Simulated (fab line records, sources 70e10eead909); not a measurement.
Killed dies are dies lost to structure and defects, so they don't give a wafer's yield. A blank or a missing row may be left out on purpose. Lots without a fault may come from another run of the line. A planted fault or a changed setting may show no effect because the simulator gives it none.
Chamber matching | flow nand_harc | NHARC_A_CHANNEL_FILL_D1_CMP_10 on cmp-02: 4 sister chambers
The step polishes, target thk 150 nm. 4 wafers are shown with their chamber, then 9 later ones without.

WAFERS WITH THEIR CHAMBER
wafer  | chamber | motor_current_A (A)
L082.2 | 3       | 11.6
L091.4 | 2       | 12.9
L091.5 | 1       | 10.8
L091.6 | 0       | 13.7

WAFERS WITHOUT THEIR CHAMBER
wafer  | motor_current_A (A)
L093.1 | 10.7
L093.2 | 11.7
L093.6 | 10.6
L095.2 | 14.4
L095.4 | 10.3
L095.5 | 14.2
L096.1 | 10.7
L096.4 | 14.1
L096.5 | 10.9

WHICH CHAMBER EACH WENT THROUGH
wafer  | from the rows above     | in truth
L093.1 | 1                       | 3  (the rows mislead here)
L093.2 | 3                       | 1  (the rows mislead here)
L093.6 | 1                       | 1
L095.2 | 0                       | 0
L095.4 | 1                       | 1
L095.5 | 0                       | 0
L096.1 | 1                       | 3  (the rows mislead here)
L096.4 | 0                       | 0
L096.5 | can't be placed: 1 or 3 | 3
Placed correctly: 5 of 9. Can't be placed from these rows: 1 (the true chamber is among the candidates in 1). Placed wrongly: 3.
How it was worked out, from the rows above alone: a wafer's distance from a chamber is the root of the sum, over the readings, of the square of ((its reading less the chamber's mean) divided by the reading's scatter). The wafer belongs to the nearest chamber; if the next one is less than 2 further off, it can't be placed. A chamber's mean is the mean of its shown wafers. The scatter: with one shown wafer a chamber, the root of the mean of the squares of how far each hidden wafer lies from its nearest shown one.
